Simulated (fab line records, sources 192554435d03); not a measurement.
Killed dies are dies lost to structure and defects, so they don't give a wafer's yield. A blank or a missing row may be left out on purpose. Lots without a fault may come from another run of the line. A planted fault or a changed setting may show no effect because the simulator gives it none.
A struck lot beside a sound one | flow n5_finfet | 16 steps out of a route of 1938
Sound: wafers L541.2, L541.3, L541.5. Struck: wafers L542.3, L542.4. (L542.1 of the same lot was not struck and is left out.) The cause comes at the end.
At each step with rows: each side's tool, then ch and its chambers, then its first start. Under that, the readings that differ: sound wafers | struck wafers | difference of the means | sigmas: that difference in standard deviations of wafers without a fault.
alike: readings whose means differ by less than 2 such deviations, and words and numbers that are the same on both sides. not compared: withheld readings, readings that some wafer has no value for, bounds like >300 that may hide the same value, and numbers for which the record gives no deviation and whose values overlap.
The two part at a step that has a row with sigmas, a row that says differs or no value, or rows on one side only. Numbers that don't overlap but have no deviation are shown without sigmas and don't part them. A reading that every wafer of one side lacks parts them only if that side has two wafers or more.

first, 8 steps without rows for these wafers: N5_FIN_CUT_COAT_19 (time 60 s, resist thk 20 nm); N5_FIN_CUT_COAT_29 (time 60 s, resist thk 10 nm); N5_FIN_CUT_COAT_02 (resist thk 30 nm); N5_FIN_CUT_EBR_04; N5_FIN_CUT_SOFTBAKE_03 (time 60 s); N5_FIN_CUT_EXPOSE_05 (exposes mask FIN CUT); N5_FIN_CUT_PEB_06 (peb time 60 s); N5_FIN_CUT_DEVELOP_07 (develop time 30 s).
N5_FIN_CUT_CD_MEAS_08: target cd 29.1 nm.
  sound on cd_sem-01 ch 0, day 2 14:59; struck on cd_sem-03 ch 0, day 2 21:07
  alike: cd_nm
N5_FIN_CUT_OVL_MEAS_09:
  sound on overlay-02 ch 0, day 2 15:01; struck on overlay-01 ch 0, day 2 21:08
  alike: FIN_CUT_OVL
N5_FIN_CUT_INSPECT_10: inspects for defects (brightfield).
  sound on defect_inspect-02, day 2 15:04; struck on defect_inspect-01, day 2 21:12
  reading          | sound    | struck | difference | sigmas
  raw_defect_count | 28 33 38 | 62 59  | +28        | +2
N5_FIN_CUT_DESCUM_13: chemistry O2, time 7 s.
  sound on rie_diel-05 ch 1,2, day 2 15:07; struck on rie_diel-02 ch 1,3, day 2 21:14
  reading                         | sound             | struck      | difference | sigmas
  rf_vpp_V (V)                    | 243.7 246.4 245.3 | 242.6 242.5 | -2.6       | -2
  showerhead_plenum_p_Torr (Torr) | 2.18 2.19 2.18    | 2.04 2.07   | -0.13      | -2
  alike: drypump_motor_current_A, oes_product_au, rf_fwd_power_W, throttle_valve_pct
  not compared: rf_hours_counter_h
N5_FIN_CUT_ETCH_30: etches underlayer in N2/H2, target depth 13 nm, time 10.4 s.
  sound on rie_diel-05 ch 1,2, day 2 15:08; struck on rie_diel-02 ch 1,3, day 2 21:16
  reading                         | sound             | struck      | difference | sigmas
  etch_rf_on_time_s (s)           | 10.60 10.49 10.63 | 13.62 13.89 | +3.18      | +21
  showerhead_plenum_p_Torr (Torr) | 2.64 2.67 2.64    | 2.47 2.52   | -0.15      | -2
  alike: drypump_motor_current_A, oes_product_au, rf_fwd_power_W, rf_vpp_V, throttle_valve_pct
  not compared: rf_hours_counter_h
N5_FIN_CUT_ETCH_20: etches SiARC in CF4, target depth 26 nm, time 43.3 s.
  sound on rie_diel-05 ch 1,2, day 2 15:10; struck on rie_diel-02 ch 1,3, day 2 21:17
  reading                         | sound          | struck    | difference | sigmas
  showerhead_plenum_p_Torr (Torr) | 2.23 2.23 2.23 | 2.08 2.13 | -0.12      | -2
  alike: drypump_motor_current_A, etch_rf_on_time_s, oes_product_au, rf_fwd_power_W, rf_vpp_V, throttle_valve_pct
  not compared: rf_hours_counter_h
-- the record jumps here: 6 days lie between the struck wafers' starts before and after (it left off in module FIN_CUT and takes up again in module BEOL_M4, whose first step shown is number 1111 of the route) --
N5_BEOL_M4_RC_MEAS_101:
  sound on prober-01 ch 0, day 8 07:33; struck on prober-01 ch 0, day 8 13:20
  alike: DIBL_N, DIBL_P, IOFF_N, IOFF_P, ION_N, ION_P, SS_N, SS_P, VT_N, VT_P
-- the record jumps here: 4 days lie between the struck wafers' starts before and after (it left off in module BEOL_M4 and takes up again in module PASSIVATION, whose first step shown is number 1936 of the route) --
N5_PASSIVATION_PROBE_49:
  sound on prober-02, day 12 08:44; struck on prober-02, day 12 21:20
  alike: defect_limited_yield, killed_at_M0_to_M3, killed_at_M4_up, killed_at_contacts, killed_at_front_end, killed_at_other, killed_dies, killed_open, killed_short, sort_bin_4_leakage, sort_bin_5_function, sort_bin_6_memory, sort_n_pass, sort_yield_pct

WHERE THEY PART
First at N5_FIN_CUT_INSPECT_10; last, within this record, at N5_FIN_CUT_ETCH_20. Later steps at which nothing parts them and some readings are alike: N5_BEOL_M4_RC_MEAS_101, N5_PASSIVATION_PROBE_49.

WHY: what the simulator had put in
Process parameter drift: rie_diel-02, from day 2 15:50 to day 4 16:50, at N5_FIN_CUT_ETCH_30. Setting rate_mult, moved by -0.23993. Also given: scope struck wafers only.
